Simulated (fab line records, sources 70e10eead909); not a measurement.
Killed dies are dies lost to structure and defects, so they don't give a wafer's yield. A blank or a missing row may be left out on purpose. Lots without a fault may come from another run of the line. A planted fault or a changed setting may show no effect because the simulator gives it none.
fab line records | flow nand_harc
record lots=6 wafers=16 last_day=24
route steps=1159 shown A_SLIT@801 A_SIN_REMOVE@804 A_WL_FILL@809 A_CONTACT@840 END@1159
lots that met no fault: from a run of the same line without faults
start_h: hours from the record's first day to the start of the lot's first wafer shown | wait_h: hours since the lot's step before | " the same as in the row above | L1.1+2: a row that stands for several wafers | - no value, or no start given | * or withheld: withheld | < > ~ a bound
route shown NAME@n: a module of which the file shows steps, and the number in the route of the first | usual: mean/standard deviation of fault-free wafers | same: alike in all rows | chamber/n: place in a boat | sites: the reading at each site | _std_site: their standard deviation | _edge_site: outer sites' mean less inner sites' | radius_mm: how far each site lies from the wafer's centre | mask NAME#n: copy n | behind: the tool/chamber that last shaped the wafer | hold: why the lot was held/for how many hours/how that ended | device: the transistor (n, p or np) that didn't switch | end of line: the same wafers' tests at the end of the route | a step without rows: its recipe alone | killed: dies lost to structure and defects at the first sort, not the wafer's yield | map: a wafer's dies, x killed, . not, _ none there
set.NAME: the setting as run; set.NAME@STEP: as run at that earlier step | model.NAME: the simulator's own value behind a step, which no gauge read
lots at some steps of the route; a table a step, a row a wafer
services: from which hour (start_h, from the record's first day; less than 0 if before it) a tool's chamber was out of use, for how many hours, and why
## steps
# step NHARC_A_SLIT_PRECLEAN_19
# recipe time_s=* temp_c=50 bath_age_min=0 chemistry=SC1
# step NHARC_A_SLIT_SRD_20
# step NHARC_A_SLIT_CD_MEAS_21
# usual cd_nm=289.3/1
# columns lot.wafer tool chamber start_h wait_h cd_nm
L552.2 cd_sem-03 - 322.31 - 289.1
L552.4 " - " " 288.2
L552.5 " - " " 288.2
L555.2 cd_sem-02 - 330.43 - 288.7
L555.3 " - " " 289.1
L555.4 " - " " 290.2
L556.2 cd_sem-02 - 346.96 - 287.9
L556.3 " - " " 287.8
L556.5 " - " " 287.8
L562.1 cd_sem-02 - 386.11 - 290.4
L562.4 " - " " 289.8
L564.1 cd_sem-02 - 410.80 - 290.2
L564.2 " - " " 289.4
L566.2 cd_sem-01 - 411.63 - 290.4
L566.4 " - " " 289.7
L566.6 " - " " 290.0
# step NHARC_A_SIN_REMOVE_WET_00
# recipe temp_c=160 time_s=15300 chemistry=H3PO4
# step NHARC_A_SIN_REMOVE_PRECLEAN_01
# recipe time_s=* temp_c=50 bath_age_min=0 chemistry=SC1
# step NHARC_A_SIN_REMOVE_SRD_02
# step NHARC_A_SIN_REMOVE_INSPECT_04
# usual raw_defect_count=295/85
# columns lot.wafer tool chamber start_h wait_h raw_defect_count
L552.2 defect_inspect-01 - 330.02 0.0 260
L552.4 " - " " 267
L552.5 " - " " 318
L555.2 defect_inspect-02 - 338.04 0.0 208
L555.3 " - " " 239
L555.4 " - " " 269
L556.2 defect_inspect-01 - 354.18 0.0 310
L556.3 " - " " 253
L556.5 " - " " 254
L562.1 defect_inspect-02 - 393.37 0.0 190
L562.4 " - " " 195
L566.2 defect_inspect-01 - 417.65 0.0 461
L566.4 " - " " 371
L566.6 " - " " 326
L564.1 defect_inspect-02 - 417.66 0.0 306
L564.2 " - " " 287
# step NHARC_A_WL_FILL_ALD_00
# recipe target_thk_a=30 pulse_time_s=3 ald_cycles=30 temp_c=300 material=Al2O3
# step NHARC_A_WL_FILL_RTA_01
# recipe temp_c=1000 time_s=5
# step NHARC_A_WL_FILL_ALD_02
# recipe target_thk_a=20 pulse_time_s=3 ald_cycles=100 temp_c=450 material=TiN
# usual heater_power_w=1073/82 precursor_pulse_height_rel=1.001/0.019
# columns lot.wafer tool chamber start_h wait_h heater_power_w precursor_pulse_height_rel
L552.2 ald_metal-01 1 331.12 0.2 1239 0.988
L552.4 " 3 " " 1015 0.997
L552.5 " 1 " " 1244 1.044
L555.3 ald_metal-03 3 338.63 0.2 973 0.990
L555.2 " 0 " " 1015 1.009
L555.4 " 3 " " 975 1.011
L556.2 ald_metal-02 3 354.77 0.2 1046 0.998
L556.3 " 0 " " 1108 0.970
L556.5 " 2 " " 1060 0.977
L562.1 ald_metal-03 0 394.16 0.3 1031 1.030
L562.4 " 1 " " 1036 1.003
L566.2 ald_metal-01 0 418.42 0.2 1078 1.000
L566.6 " 3 " " 1034 1.000
L566.4 " 2 " " 1124 0.977
L564.1 ald_metal-02 0 418.71 0.2 1046 1.005
L564.2 " 3 " " 970 0.988
# step NHARC_A_WL_FILL_CVD_03
# recipe target_thk_a=400 temp_c=300 pressure_torr=40 wf6_flow_sccm=40 h2_flow_sccm=1600 ar_flow_sccm=1560 time_s=3302 material=W
# usual heater_power_w=509/95 throttle_valve_pct=7.62/0.2
# columns lot.wafer tool chamber start_h wait_h heater_power_w throttle_valve_pct
L552.2 cvd_w-01 1 335.58 4.1 633 7.52
L552.4 " 0 " " 396 7.36
L552.5 " 1 337.45 5.9 653 7.56
L555.2 cvd_w-01 1 339.82 0.8 633 7.54
L555.4 " 1 " " 639 7.29
L555.3 " 0 " " 404 7.35
L556.2 cvd_w-02 1 358.88 3.8 479 7.77
L556.3 " 0 360.32 5.2 534 7.76
L556.5 " 1 " " 466 7.91
L562.1 cvd_w-02 0 396.59 2.1 529 7.76
L562.4 " 0 " " 526 7.62
L566.2 cvd_w-01 0 421.95 3.1 388 7.47
L566.4 " 0 " " 384 7.87
L566.6 " 1 " " 641 7.57
L564.2 cvd_w-02 1 422.23 3.1 470 7.96
L564.1 " 0 " " 514 7.29
# step NHARC_A_WL_FILL_ETCHBACK_04
# recipe target_depth_a=600 time_s=120 chemistry=NF3
# step NHARC_A_WL_FILL_ETCHBACK_05
# recipe target_depth_a=220 time_s=60 temp_c=40 chemistry=Cl2/BCl3
# step NHARC_A_WL_FILL_STRIP_27
# recipe power_w=1500 temp_c=250 time_s=20 chemistry=N2/H2
# usual drypump_motor_current_A=5.46/0.27 heater_power_w=327/30 temp_c=250.03/0.19
# columns lot.wafer tool chamber start_h wait_h drypump_motor_current_A heater_power_w rf_hours_counter_h temp_c
L552.2 plasma_asher-02 0 338.80 0.1 5.60 293 51 250.03
L552.4 " 1 " " 5.73 316 - 250.13
L552.5 " 0 " " 5.58 303 - 249.84
L555.2 plasma_asher-01 1 343.54 0.1 5.11 383 19 249.73
L555.4 " 0 " " 5.09 347 - 250.13
L555.3 " 1 " " 5.13 379 - 249.75
L556.2 plasma_asher-01 0 362.80 0.3 5.10 352 27 249.87
L556.3 " 0 " " 5.10 344 - 250.10
L556.5 " 0 " " 5.12 352 - 249.79
L562.1 plasma_asher-02 0 400.32 0.1 5.59 298 11 249.98
L562.4 " 1 " " 5.75 303 - 249.93
L566.2 plasma_asher-02 1 425.17 0.2 5.71 307 18 250.24
L566.4 " 1 " " 5.72 310 - 250.21
L566.6 " 0 " " 5.59 294 - 250.32
L564.2 plasma_asher-02 1 425.88 0.1 5.73 313 18 250.31
L564.1 " 0 " " 5.58 299 18 250.05
# step NHARC_A_WL_FILL_STRIP_28
# recipe time_s=1200 temp_c=72.5 chemistry=post_etch_residue_remover
# step NHARC_A_WL_FILL_PRECLEAN_06
# recipe time_s=300 chemistry=DIW
# step NHARC_A_WL_FILL_SRD_07
# step NHARC_A_WL_FILL_ANNEAL_08
# recipe temp_c=450 time_s=1800
# step NHARC_A_WL_FILL_ALD_10
# recipe target_thk_a=500 pulse_time_s=10 ald_cycles=500 temp_c=300 material=SiO2
# step NHARC_A_WL_FILL_ETCHBACK_16
# recipe target_depth_a=880 time_s=17.6 c4f8_flow_sccm=withheld o2_flow_sccm=8 ar_flow_sccm=withheld rf_w=600 bias_w=800 chemistry=C4F8/O2/Ar
# step NHARC_A_WL_FILL_STRIP_29
# recipe time_s=20 o2_flow_sccm=500 ar_flow_sccm=0 bias_w=0 chemistry=O2
# usual drypump_motor_current_A=5.5/0.59 oes_product_au=0.999/0.01 rf_vpp_V=58.1/0.94 showerhead_plenum_p_Torr=3.61/0.17 throttle_valve_pct=17.037/0.0078
# columns lot.wafer tool chamber start_h wait_h drypump_motor_current_A oes_product_au rf_hours_counter_h rf_vpp_V showerhead_plenum_p_Torr throttle_valve_pct
L552.2 rie_diel-03 3 348.97 0.1 5.3 1.020 3.3 57.6 3.71 17.042
L552.4 " 1 " " 4.9 1.009 3.6 59.5 3.65 17.023
L552.5 " 3 " " 5.3 1.020 - 58.8 3.71 17.043
L555.2 rie_diel-05 1 354.58 0.1 4.8 0.998 0.1 57.2 3.78 17.052
L555.3 " 2 " " 6.3 1.011 0.1 57.1 3.79 17.041
L555.4 " 3 " " 5.3 0.989 0.1 57.5 3.77 17.027
L556.2 rie_diel-03 3 373.62 0.1 5.2 1.020 4.1 58.7 3.71 17.047
L556.3 " 0 " " 6.5 0.991 4.0 59.0 3.71 17.042
L556.5 " 3 " " 5.3 1.016 - 56.7 3.71 17.035
L562.4 rie_diel-11 0 415.06 0.1 5.3 1.015 2.2 57.5 3.71 17.046
L562.1 " 1 " " 5.6 1.000 2.4 57.1 3.30 17.035
L564.2 rie_diel-11 0 436.02 0.1 5.3 0.998 3.2 57.7 3.71 17.025
L564.1 " 2 " " 6.1 0.995 2.7 57.4 3.70 17.049
L566.2 rie_diel-05 2 436.04 0.1 6.3 0.992 1.1 60.1 3.79 17.031
L566.6 " 1 " " 4.8 0.998 - 59.7 3.78 17.029
L566.4 " 2 " " 6.3 1.008 - 57.4 3.79 17.031
# step NHARC_A_WL_FILL_ETCHBACK_17
# recipe target_depth_a=40 time_s=26.7 chemistry=Cl2/BCl3
# step NHARC_A_WL_FILL_PRECLEAN_18
# recipe time_s=30 chemistry=dHF
# step NHARC_A_WL_FILL_SRD_21
# step NHARC_A_WL_FILL_CVD_23
# recipe target_thk_a=400 temp_c=620 pressure_mtorr=200 time_s=800 material=poly-Si
# step NHARC_A_WL_FILL_ETCHBACK_26
# recipe target_depth_a=520 time_s=13.3 hbr_flow_sccm=150 rf_w=350 icp_w=350 bias_w=60 chemistry=HBr
# step NHARC_A_WL_FILL_PRECLEAN_30
# recipe time_s=10 chemistry=dHF
# step NHARC_A_WL_FILL_SRD_14
# step NHARC_A_WL_FILL_ALD_19
# recipe target_thk_a=20 pulse_time_s=3 ald_cycles=100 temp_c=450 material=TiN
# step NHARC_A_WL_FILL_CVD_20
# recipe target_thk_a=750 temp_c=300 pressure_torr=40 wf6_flow_sccm=40 h2_flow_sccm=1600 ar_flow_sccm=1560 time_s=5064 material=W
# usual heater_power_w=514/93 throttle_valve_pct=7.66/0.2
# columns lot.wafer tool chamber start_h wait_h heater_power_w throttle_valve_pct
L552.2 cvd_w-02 1 - - 475 7.95
L552.4 " 0 " " 551 7.76
L552.5 " 0 " " 542 7.68
L555.2 cvd_w-01 1 - - 645 7.54
L555.4 " 0 " " 383 7.46
L555.3 " 1 " " 633 7.45
L556.2 cvd_w-02 1 - - 475 7.76
L556.3 " 0 " " 530 7.82
L556.5 " 0 " " 541 7.53
L562.1 cvd_w-01 1 - - 643 7.67
L562.4 " 1 " " 637 7.98
L564.1 cvd_w-02 1 - - 473 7.93
L564.2 " 0 " " 518 7.82
L566.2 cvd_w-02 1 - - 478 7.68
L566.4 " 0 " " 527 7.73
L566.6 " 0 " " 523 7.74
# step NHARC_A_WL_FILL_CMP_12
# recipe t_overpolish_s=30 target_thk_nm=75
# usual motor_current_A=12.3/1.4 overpolish_run_s=29.999/0.0093 retaining_ring_pressure_frac=1.000/0.0047 time_to_endpoint_s=14.7/2.5
# columns lot.wafer tool chamber start_h wait_h motor_current_A overpolish_run_s retaining_ring_pressure_frac time_to_endpoint_s
L552.4 cmp-02 1 359.69 2.2 12.5 30.005 1.005 13.5
L552.2 " 2 " " 13.7 30.010 0.999 8.2
L552.5 " 0 " " 13.1 30.006 1.006 11.1
L555.2 cmp-01 3 367.44 3.6 12.6 30.000 0.996 12.7
L555.4 " 1 " " 11.4 29.998 1.002 14.1
L555.3 " 2 " " 13.0 30.011 1.000 14.2
L556.3 cmp-03 0 384.34 2.2 14.0 30.004 1.001 15.4
L556.2 " 2 " " 13.7 30.011 1.010 15.3
L556.5 " 1 " " 12.3 30.006 1.003 19.2
L562.1 cmp-01 1 429.27 3.6 11.4 29.999 1.000 15.7
L562.4 " 3 " " 12.3 30.009 0.999 14.0
L564.1 cmp-02 3 446.66 4.3 9.5 29.995 0.998 14.7
L564.2 " 1 " " 12.8 30.001 1.002 16.7
L566.2 cmp-01 0 450.97 4.3 9.2 29.994 1.004 11.5
L566.4 " 1 " " 11.3 30.001 1.004 12.9
L566.6 " 3 " " 12.3 29.985 1.003 10.8
# step NHARC_A_WL_FILL_SRD_31
# step NHARC_A_WL_FILL_INSPECT_15
# usual raw_defect_count=381/130
# columns lot.wafer tool chamber start_h wait_h raw_defect_count
L552.2 defect_inspect-01 - 360.11 0.1 214
L552.4 " - " " 353
L552.5 " - " " 373
L555.2 defect_inspect-02 - 367.91 0.0 464
L555.3 " - " " 447
L555.4 " - " " 302
L556.2 defect_inspect-02 - 384.83 0.0 292
L556.3 " - " " 269
L556.5 " - " " 289
L562.1 defect_inspect-01 - 429.76 0.0 290
L562.4 " - " " 384
L564.1 defect_inspect-02 - 447.11 0.1 200
L564.2 " - " " 213
L566.2 defect_inspect-02 - 451.41 0.0 398
L566.4 " - " " 397
L566.6 " - " " 337
# step NHARC_A_CONTACT_DEP_24
# recipe target_thk_a=5000 temp_c=400 pressure_torr=6.5 rf_w=900 teos_flow_sccm=161.4 flow_sccm=2650 target_thk_nm=500 gas=O2 material=SiO2
# step NHARC_A_CONTACT_DEP_28
# recipe target_thk_a=36000 temp_c=400 material=aC
# step NHARC_END_SORT_01
# recipe temp_c=25
# usual killed_at_array=26/11 killed_at_other=0.4/0.78 killed_at_periphery=3.4/2.4 killed_dies=29/11 killed_open=3.1/1.9 killed_short=1.9/1.4
# same gross_dies=677
# columns lot.wafer tool chamber start_h wait_h killed_at_array killed_at_other killed_at_periphery killed_dies killed_open killed_short
L562.1 prober-01 0 552.26 2.5 419 0 2 421 3 2
L562.4 prober-01 0 554.66 3.4 408 0 3 411 2 3
L564.1 prober-02 0 567.97 2.5 420 0 1 421 3 4
# killed by level:class
L562.1 A_WL_FILL:area_cvd=394 A_CHANNEL_HOLE_D1:chamber_film_flake=13 A_STAIRCASE:chamber_film_flake=6 A_ONON_D1:geometric_particle:short=2 A_ONON_D1:geometric_particle:open=1 A_WL_FILL:geometric_particle:open=1 A_CONTACT:geometric_particle:open=1 P_ZERO_WELL:chamber_film_flake=1
L562.4 A_WL_FILL:area_cvd=380 A_CHANNEL_HOLE_D1:chamber_film_flake=18 A_STAIRCASE:chamber_film_flake=3 A_CONTACT:chamber_film_flake=2 P_CONTACT:geometric_particle:short=1 P_M0:geometric_particle:open=1 A_SOURCE_PLATE:geometric_particle:short=1 A_WL_FILL:geometric_particle:short=1
L564.1 A_WL_FILL:area_cvd=398 A_STAIRCASE:chamber_film_flake=6 A_CHANNEL_HOLE_D1:chamber_film_flake=4 A_WL_FILL:chamber_film_flake=3 A_SOURCE_PLATE:geometric_particle:open=1 A_ONON_D1:geometric_particle:short=1 A_CHANNEL_HOLE_D1:geometric_particle:short=1 A_CHANNEL_FILL_D1:geometric_particle:short=1
# map L562.1 (x killed, . not)
____________.____________
_________......._________
_______..........._______
______.............______
_____..............._____
____......xxx.xx.....____
____....xxxxxxxx.....____
___....xxxxxxxxxxx....___
___..x.xxxxxxxxxxxx...___
__....xxxxxxxxxxxxxx...__
__...xxxxxxxxxxxxxxx...__
_....xxxxxxxxxxxxxxxx..._
_...xxxxxxxxxxxxxxxxx..._
_...xxxxxxxxxxxxxxxxx..._
_...xxxxxxxxxxxxxxxxxxx._
_...xxxxxxxxxxxxxxxxxx.._
...xxxxxxxxxxxxxxxxxxx...
..xxxxxxxxxxxxxxxxxxxx...
...xxxxxxxxxxxxxxxxxxx...
....xxxxxxxxxxxxxxxxxx...
....xxxxxxxxxxxxxxxxxx...
_...xxxxxxxxxxxxxxxxxx.._
_...xxxxxxxxxxxxxxxxxx.._
_...xxxxxxxxxxxxxxxxxx.._
_...xxxxxxxxxxxxxxxxx..._
_....xxxxxxxxxxxxxxxx..._
__...xxxxxxxxxxxxxxxx.x__
__...xxxxxxxxxxxxxx.x..__
___...xxxxxxxxxxxxx...___
___..x.xxxxxxxxxxx....___
____..x.xxxxxxx.xx...____
____.xxx.xxxxx.x.....____
_____..xx...x....x.._____
______x.x....x.....______
_______x.xx......._______
_________......._________
____________x____________
# map L564.1 (x killed, . not)
____________.____________
_________..x...._________
_______..........._______
______............x______
_____..............x_____
____......xxxxx......____
____....xxxxxxxxxx...____
___....xxxxxxxxxxx....___
___...xxxxxxxxxxxxx...___
__....xxxxxxxxxxxxx..x.__
__..xxxxxxxxxxxxxxxx..x__
_....xxxxxxxxxxxxxxxxx.x_
_...xxxxxxxxxxxxxxxxx..._
_...xxxxxxxxxxxxxxxxxx.._
_...xxxxxxxxxxxxxxxxx..._
_...xxxxxxxxxxxxxxxxxx.._
...xxxxxxxxxxxxxxxxxxx...
...xxxxxxxxxxxxxxxxxxx.x.
...xxxxxxxxxxxxxxxxxxx...
...xxxxxxxxxxxxxxxxxxxx..
...xxxxxxxxxxxxxxxxxxx...
_..xxxxxxxxxxxxxxxxxxx.._
_..xxxxxxxxxxxxxxxxxxxx._
_...xxxxxxxxxxxxxxxxx..._
_...xxxxxxxxxxxxxxxxx..x_
_...xxxxxxxxxxxxxxxxx..._
__...xxxxxxxxxxxxxxx...__
__...xxxxxxxxxxxxxxxx..__
___...xxxxxxxxxxxxx...___
___.....xxxxxxxxxxx...___
____....xxxxxxxxx....____
____..x...xxxxx......____
_____.......x......._____
______.............______
_______..........._______
_________.x....._________
____________.____________
## services
# columns tool chamber start_h hours kind
rie_diel-11 0 315.73 4.5 repair
cmp-01 - 318.67 5.0 repair
ald_metal-03 - 322.00 10.0 pm
rie_diel-11 2 323.30 9.9 repair
cmp-02 - 328.86 4.0 pm
ald_metal-01 2 336.62 15.9 repair
ald_metal-03 1 337.63 17.4 repair
rie_diel-05 - 340.60 9.0 pm
ald_metal-03 2 351.28 1.8 repair
plasma_asher-02 - 360.51 9.0 pm
ald_metal-02 - 364.00 10.0 pm
rie_diel-05 2 365.61 39.4 repair
cmp-01 - 375.85 4.0 pm
rie_diel-05 0 382.59 5.5 repair
cvd_w-02 - 383.59 13.0 pm
rie_diel-03 - 392.30 9.0 pm
rie_diel-03 - 404.87 1.6 repair
rie_diel-05 2 405.03 1.8 repair
cvd_w-02 - 411.72 1.0 repair
rie_diel-05 1 421.10 2.6 repair
cmp-02 - 426.86 4.0 pm
rie_diel-05 3 430.96 18.6 repair
rie_diel-05 1 439.67 4.6 repair
ald_metal-01 2 443.66 4.8 repair
## key
first_sign step=NHARC_END_SORT_01 reading=killed_at_array direction=up sigmas=37 usual=26 struck=416
effect step=NHARC_END_SORT_01 reading=killed_dies direction=up sigmas=36 usual=29 struck=418
more_kills_born_at NHARC_A_WL_FILL_CVD_03@cvd_w-02=1172
met_at NHARC_A_WL_FILL_CVD_03
struck_wafers L562.1,L562.4,L564.1
later_rows_left_out L562.1,L562.4,L564.1
tester_left_out L562,L564
onset_between 358.88 396.59
fault kind=process_parameter_drift tool=cvd_w-02 chamber=- onset_h=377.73 steps=NHARC_A_WL_FILL_CVD_03 channel=target_thk_a offset=* shape=step end_h=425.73 scope=struck_wafers_only acts_in=* stated=*
# tester_left_out: of these lots the tester's yield and bins aren't shown, on N5 and GAA mostly nor the transistor test; their killed dies are dies lost to structure and defects alone, not to doping, threshold or leakage, so they don't give the yield
# later_rows_left_out: the simulator's readings of these wafers behind a module that went badly wrong aren't trusted and aren't shown, but for the sort
